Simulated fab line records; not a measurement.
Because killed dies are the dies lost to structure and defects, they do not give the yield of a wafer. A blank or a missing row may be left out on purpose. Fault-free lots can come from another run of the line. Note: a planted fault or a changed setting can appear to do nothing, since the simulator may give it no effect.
fab line records + flow nandHarc
record:
- lots: 6
- wafers: 18
- lastDay: 33
route steps=1302 shown A_STAIRCASE@657
lots that met no fault: taken from a fault-free run of the same line
startH: the number of hours between the record's first day and the start of the first shown wafer of the lot + waitH: hours elapsed since this lot's preceding step + " as in the row above + L1.1+2: a single row standing in for several wafers + - value missing, or start not given + * or withheld: withheld + < > ~ a bound
route shown NAME@n: NAME is a module with steps in the file, n the number in the route of the first one + usual: mean/standard deviation taken from wafers without a fault + same: alike in all rows + chamber/n: place in a boat + sites: readings site by site + _std_site: standard deviation of those values + _edge_site: the outer-site mean with the inner-site mean subtracted + radiusMm: for every site, how far away it sits from the centre of the wafer + mask NAME#n: copy n + behind: the tool/chamber that last shaped the wafer + hold: the reason the lot was held/the length of the hold in hours/how it ended + device: the n, p or np transistor that did not switch + end of line: tests of these same wafers at the route's end + a step without rows: its recipe alone + killed: not the wafer's yield, but the dies lost to structure and defects at the first sort + map: a wafer's dies, x killed, . not, _ none there
set.NAME: setting as actually run; set.NAME@STEP: the setting as run at that earlier step + model.NAME: the simulator's own value behind a step, which no gauge read
lots at selected steps of the route; one table per step, one row per wafer
services: when a tool's chamber went out of use (startH, in hours from the record's first day, below 0 if earlier), for how many hours, and the reason
== steps ==
step: NHARC_A_STAIRCASE_DEHYDRATE_01
recipe:
- tempC: 150
- timeS: 120
step: NHARC_A_STAIRCASE_HMDS_02
recipe:
- timeS: 30
step: NHARC_A_STAIRCASE_COAT_03
recipe:
- spinRpm: 1200
step: NHARC_A_STAIRCASE_SOFTBAKE_04
recipe:
- tempC: 135
- timeS: 170
step: NHARC_A_STAIRCASE_EBR_05
step: NHARC_A_STAIRCASE_EXPOSE_06
recipe:
- na: 0.5
- doseMj: 25.43
- maskId: STAIR
step: NHARC_A_STAIRCASE_PEB_07
recipe:
- pebTempC: 115
- pebTimeS: 130
step: NHARC_A_STAIRCASE_DEVELOP_08
recipe:
- timeS: 140
step: NHARC_A_STAIRCASE_HARDBAKE_10
recipe:
- tempC: 120
- timeS: 140
step: NHARC_A_STAIRCASE_DESCUM_11
recipe:
- timeS: 3
- o2FlowSccm: 200
- arFlowSccm: 0
- biasPowerW: 0
- chemistry: O2
usual:
- drypumpMotorCurrentA: 6.0/0.38
- oesProductAu: 0.997/0.009
- rfVppV: 57.7/0.94
- showerheadPlenumPTorr: 1.91/0.097
- throttleValvePct: 11.311/0.0097
same:
- timeS: 3
| lot.wafer | tool       | chamber | startH | waitH | drypumpMotorCurrentA | oesProductAu | rfHoursCounterH | rfVppV | showerheadPlenumPTorr | throttleValvePct |
|-----------|------------|---------|--------|-------|----------------------|--------------|-----------------|--------|-----------------------|------------------|
| L642.1    | rieDiel-11 | 0       | 408.19 | -     | 5.8                  | 0.998        | 55              | 57.7   | 1.92                  | 11.313           |
| L642.6    | "          | 2       | "      | "     | 5.7                  | 0.994        | -               | 56.9   | 1.78                  | 11.299           |
| L642.5    | "          | 3       | "      | "     | 6.5                  | 0.995        | -               | 58.4   | 2.06                  | 11.295           |
| L643.2    | rieDiel-03 | 1       | 430.52 | -     | 6.0                  | 0.995        | 51              | 55.6   | 1.81                  | 11.313           |
| L643.1    | "          | 2       | "      | "     | 6.7                  | 0.997        | 51              | 58.7   | 2.06                  | 11.311           |
| L643.5    | "          | 3       | "      | "     | 6.3                  | 1.002        | -               | 59.4   | 1.87                  | 11.310           |
| L647.3    | rieDiel-02 | 1       | 464.68 | -     | 5.8                  | 0.999        | 19              | 58.5   | 2.00                  | 11.301           |
| L647.1    | "          | 2       | "      | "     | 5.5                  | 1.002        | 23              | 57.7   | 1.85                  | 11.302           |
| L647.2    | "          | 3       | "      | "     | 5.7                  | 0.996        | 26              | 58.3   | 2.05                  | 11.322           |
| L652.1    | rieDiel-03 | 3       | 511.07 | -     | 6.3                  | 0.985        | 11              | 57.5   | 1.86                  | 11.307           |
| L652.2    | "          | 0       | "      | "     | 6.3                  | 0.996        | 12              | 57.9   | 1.82                  | 11.316           |
| L652.4    | "          | 1       | "      | "     | 6.0                  | 1.005        | 13              | 57.9   | 1.80                  | 11.326           |
| L654.2    | rieDiel-03 | 3       | 534.61 | -     | 6.3                  | 0.992        | 24              | 57.8   | 1.86                  | 11.299           |
| L654.1    | "          | 0       | "      | "     | 6.4                  | 0.996        | 24              | 56.8   | 1.82                  | 11.319           |
| L654.5    | "          | 1       | "      | "     | 6.0                  | 1.007        | -               | 56.6   | 1.80                  | 11.319           |
| L659.1    | rieDiel-11 | 1       | 582.43 | -     | 5.5                  | 0.991        | 47              | 56.3   | 1.88                  | 11.305           |
| L659.2    | "          | 2       | "      | "     | 5.7                  | 1.013        | 45              | 57.5   | 1.76                  | 11.321           |
| L659.3    | "          | 0       | "      | "     | 5.8                  | 0.997        | 47              | 57.9   | 1.91                  | 11.326           |
step: NHARC_A_STAIRCASE_TRIM_12
recipe:
- timeS: 211.2
- o2FlowSccm: 500
- arFlowSccm: 0
- biasW: 0
- chemistry: O2
usual:
- drypumpMotorCurrentA: 6.0/0.38
- oesProductAu: 0.995/0.0091
- rfVppV: 57.8/0.9
- showerheadPlenumPTorr: 3.52/0.17
- throttleValvePct: 17.036/0.009
same:
- timeS: 211.2
| lot.wafer | tool       | chamber | startH | waitH | drypumpMotorCurrentA | oesProductAu | rfHoursCounterH | rfVppV | showerheadPlenumPTorr | throttleValvePct |
|-----------|------------|---------|--------|-------|----------------------|--------------|-----------------|--------|-----------------------|------------------|
| L642.1    | rieDiel-11 | 0       | 408.27 | 0.1   | 5.8                  | 0.997        | 55              | 57.9   | 3.55                  | 17.034           |
| L642.6    | "          | 3       | "      | "     | 6.5                  | 1.001        | -               | 58.0   | 3.78                  | 17.027           |
| L642.5    | "          | 0       | "      | "     | 5.8                  | 1.002        | -               | 58.4   | 3.55                  | 17.036           |
| L643.2    | rieDiel-03 | 1       | 430.59 | 0.1   | 6.0                  | 1.001        | 51              | 57.1   | 3.34                  | 17.031           |
| L643.1    | "          | 3       | "      | "     | 6.3                  | 0.995        | 35              | 56.8   | 3.45                  | 17.041           |
| L643.5    | "          | 2       | "      | "     | 6.7                  | 0.995        | -               | 59.0   | 3.78                  | 17.026           |
| L647.3    | rieDiel-02 | 3       | 464.92 | 0.2   | 5.8                  | 0.984        | 27              | 59.7   | 3.76                  | 17.047           |
| L647.2    | "          | 0       | "      | "     | 5.6                  | 0.988        | 23              | 58.0   | 3.52                  | 17.040           |
| L647.1    | "          | 2       | "      | "     | 5.5                  | 1.003        | 23              | 58.4   | 3.42                  | 17.033           |
| L652.1    | rieDiel-03 | 0       | 511.21 | 0.1   | 6.4                  | 0.981        | 12              | 58.1   | 3.37                  | 17.042           |
| L652.2    | "          | 1       | "      | "     | 6.0                  | 0.997        | 13              | 58.2   | 3.34                  | 17.030           |
| L652.4    | "          | 2       | "      | "     | 6.7                  | 0.984        | 10              | 57.1   | 3.77                  | 17.050           |
| L654.1    | rieDiel-03 | 1       | 534.69 | 0.1   | 6.0                  | 1.005        | 23              | 58.0   | 3.33                  | 17.032           |
| L654.2    | "          | 3       | "      | "     | 6.3                  | 0.985        | 24              | 56.0   | 3.44                  | 17.035           |
| L654.5    | "          | 1       | "      | "     | 6.0                  | 0.994        | -               | 56.6   | 3.33                  | 17.035           |
| L659.1    | rieDiel-11 | 2       | 582.64 | 0.2   | 5.6                  | 1.022        | 45              | 58.5   | 3.27                  | 17.050           |
| L659.3    | "          | 0       | "      | "     | 5.8                  | 0.989        | 47              | 58.0   | 3.52                  | 17.051           |
| L659.2    | "          | 1       | "      | "     | 5.5                  | 0.985        | 48              | 57.6   | 3.46                  | 17.050           |
step: NHARC_A_STAIRCASE_ETCH_13
recipe:
- targetDepthA: 1000
- timeS: 40.5
- ionEnergyEv: 400
- c4f8FlowSccm: 20
- o2FlowSccm: 10
- arFlowSccm: withheld
- rfW: 600
- biasW: 1000
- chemistry: C4F8/O2
usual:
- oesProductAu: 0.941/0.013
- rfVppV: 896/5.9
same:
- timeS: 40.5
| lot.wafer | tool       | chamber | startH | waitH | oesProductAu | rfHoursCounterH | rfVppV |
|-----------|------------|---------|--------|-------|--------------|-----------------|--------|
| L642.1    | rieDiel-11 | 3       | 408.42 | -     | 0.950        | 49              | 905    |
| L642.5    | "          | 1       | "      | "     | 0.976        | -               | 894    |
| L642.6    | "          | 2       | "      | "     | 0.944        | -               | 887    |
| L643.1    | rieDiel-03 | 3       | 430.75 | -     | 0.954        | 35              | 894    |
| L643.2    | "          | 1       | "      | "     | 0.963        | 51              | 890    |
| L643.5    | "          | 2       | "      | "     | 0.940        | -               | 904    |
| L647.1    | rieDiel-02 | 0       | 465.25 | -     | 0.916        | 23              | 896    |
| L647.3    | "          | 1       | "      | "     | 0.927        | 19              | 900    |
| L647.2    | "          | 3       | "      | "     | 0.918        | 27              | 904    |
| L652.2    | rieDiel-03 | 3       | 511.36 | -     | 0.922        | 11              | 892    |
| L652.1    | "          | 0       | "      | "     | 1.058        | 12              | 889    |
| L652.4    | "          | 1       | "      | "     | 1.074        | 13              | 888    |
| L654.2    | rieDiel-03 | 2       | 534.83 | -     | 0.945        | 22              | 904    |
| L654.1    | "          | 0       | "      | "     | 1.084        | 24              | 890    |
| L654.5    | "          | 1       | "      | "     | 1.085        | -               | 890    |
| L659.1    | rieDiel-11 | 3       | 582.80 | -     | 0.933        | 46              | 905    |
| L659.2    | "          | 0       | "      | "     | 0.950        | 47              | 896    |
| L659.3    | "          | 1       | "      | "     | 0.946        | 48              | 894    |
step: NHARC_A_STAIRCASE_TRIM_14
recipe:
- timeS: 211.2
- o2FlowSccm: 500
- arFlowSccm: 0
- biasW: 0
- chemistry: O2
usual:
- drypumpMotorCurrentA: 6.0/0.38
- oesProductAu: 0.998/0.0089
- rfVppV: 57.7/0.86
- showerheadPlenumPTorr: 3.52/0.17
- throttleValvePct: 17.038/0.0092
same:
- timeS: 211.2
| lot.wafer | tool       | chamber | startH | waitH | drypumpMotorCurrentA | oesProductAu | rfHoursCounterH | rfVppV | showerheadPlenumPTorr | throttleValvePct |
|-----------|------------|---------|--------|-------|----------------------|--------------|-----------------|--------|-----------------------|------------------|
| L642.1    | rieDiel-11 | 2       | -      | -     | 5.7                  | 0.997        | 50              | 57.7   | 3.30                  | 17.037           |
| L642.6    | "          | 3       | "      | "     | 6.5                  | 0.991        | -               | 57.6   | 3.78                  | 17.048           |
| L642.5    | "          | 0       | "      | "     | 5.8                  | 0.991        | -               | 58.2   | 3.55                  | 17.047           |
| L643.2    | rieDiel-03 | 0       | -      | -     | 6.4                  | 1.006        | 49              | 58.1   | 3.38                  | 17.056           |
| L643.1    | "          | 2       | "      | "     | 6.7                  | 1.015        | 52              | 57.7   | 3.78                  | 17.036           |
| L643.5    | "          | 1       | "      | "     | 6.1                  | 1.006        | -               | 57.0   | 3.34                  | 17.033           |
| L647.3    | rieDiel-02 | 1       | -      | -     | 5.8                  | 0.994        | 20              | 57.9   | 3.67                  | 17.043           |
| L647.2    | "          | 3       | "      | "     | 5.8                  | 0.990        | 27              | 59.3   | 3.76                  | 17.035           |
| L647.1    | "          | 0       | "      | "     | 5.6                  | 0.987        | 23              | 58.4   | 3.52                  | 17.046           |
| L652.4    | rieDiel-03 | 3       | -      | -     | 6.3                  | 1.000        | 11              | 56.5   | 3.44                  | 17.050           |
| L652.2    | "          | 1       | "      | "     | 6.1                  | 1.013        | 13              | 56.8   | 3.34                  | 17.042           |
| L652.1    | "          | 2       | "      | "     | 6.8                  | 0.997        | 10              | 57.4   | 3.77                  | 17.050           |
| L654.1    | rieDiel-03 | 2       | -      | -     | 6.7                  | 0.987        | 22              | 58.0   | 3.76                  | 17.046           |
| L654.2    | "          | 1       | "      | "     | 6.0                  | 1.002        | 23              | 56.7   | 3.33                  | 17.036           |
| L654.5    | "          | 3       | "      | "     | 6.3                  | 0.990        | -               | 59.0   | 3.44                  | 17.027           |
| L659.2    | rieDiel-11 | 1       | -      | -     | 5.5                  | 0.991        | 48              | 56.8   | 3.46                  | 17.046           |
| L659.1    | "          | 3       | "      | "     | 6.5                  | 0.988        | 46              | 58.5   | 3.75                  | 17.045           |
| L659.3    | "          | 0       | "      | "     | 5.8                  | 0.988        | 47              | 57.9   | 3.52                  | 17.028           |
== services ==
| tool       | chamber | startH | hours | kind      |
|------------|---------|--------|-------|-----------|
| rieDiel-03 | 0       | 388.48 | -     | clean     |
| rieDiel-03 | 1       | 388.48 | -     | clean     |
| rieDiel-03 | 2       | 388.48 | -     | clean     |
| rieDiel-03 | 3       | 388.48 | -     | clean     |
| rieDiel-02 | -       | 393.88 | 9.0   | pm        |
| rieDiel-03 | 0       | 412.98 | -     | clean     |
| rieDiel-03 | 1       | 412.98 | -     | clean     |
| rieDiel-03 | 2       | 412.98 | -     | clean     |
| rieDiel-03 | 3       | 412.98 | -     | clean     |
| rieDiel-11 | 0       | 426.88 | 5.3   | repair    |
| rieDiel-11 | -       | 432.53 | 9.0   | pm        |
| rieDiel-03 | 1       | 437.05 | 22.3  | repair    |
| rieDiel-03 | 0       | 437.48 | -     | clean     |
| rieDiel-03 | 2       | 437.48 | -     | clean     |
| rieDiel-03 | 3       | 437.48 | -     | clean     |
| rieDiel-03 | -       | 458.43 | 9.0   | pm        |
| rieDiel-03 | 0       | 458.43 | 9.0   | ventCycle |
| rieDiel-03 | 2       | 458.43 | 9.0   | ventCycle |
| rieDiel-03 | 3       | 458.43 | 9.0   | ventCycle |
| rieDiel-03 | 0       | 467.43 | -     | clean     |
| rieDiel-11 | 2       | 480.26 | 1.8   | repair    |
| rieDiel-02 | 3       | 492.94 | 4.1   | repair    |
| rieDiel-03 | 0       | 558.29 | 5.3   | repair    |
| rieDiel-02 | -       | 570.93 | 9.0   | pm        |
== key ==
firstSign:
- step: NHARC_A_STAIRCASE_ETCH_13
- reading: oesProductAu
- direction: up
- sigmas: 10
- usual: 0.941
- struck: 1.075
effect none on later readings
metAt NHARC_A_STAIRCASE_ETCH_13
struckWafers L652.1,L652.4,L654.1,L654.5
sortLeftOut L652.1,L652.4,L654.1,L654.5
testerLeftOut L652,L654
onsetBetween 430.75 511.36
fault:
- kind: processParameterDrift
- tool: rieDiel-03
- chamber: -
- onsetH: 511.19
- steps: NHARC_A_STAIRCASE_ETCH_13
- channel: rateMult
- offset: 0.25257
- shape: step
- endH: 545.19
- scope: struckWafersOnly
testerLeftOut: of these lots the tester's yield and bins aren't shown, on N5 and GAA mostly nor the transistor test; their killed dies are dies lost to structure and defects alone, not to doping, threshold or leakage, so they don't give the yield
sortLeftOut: the simulated sort isn't trusted on such a fault, so these wafers' sort isn't shown, and their yield isn't known
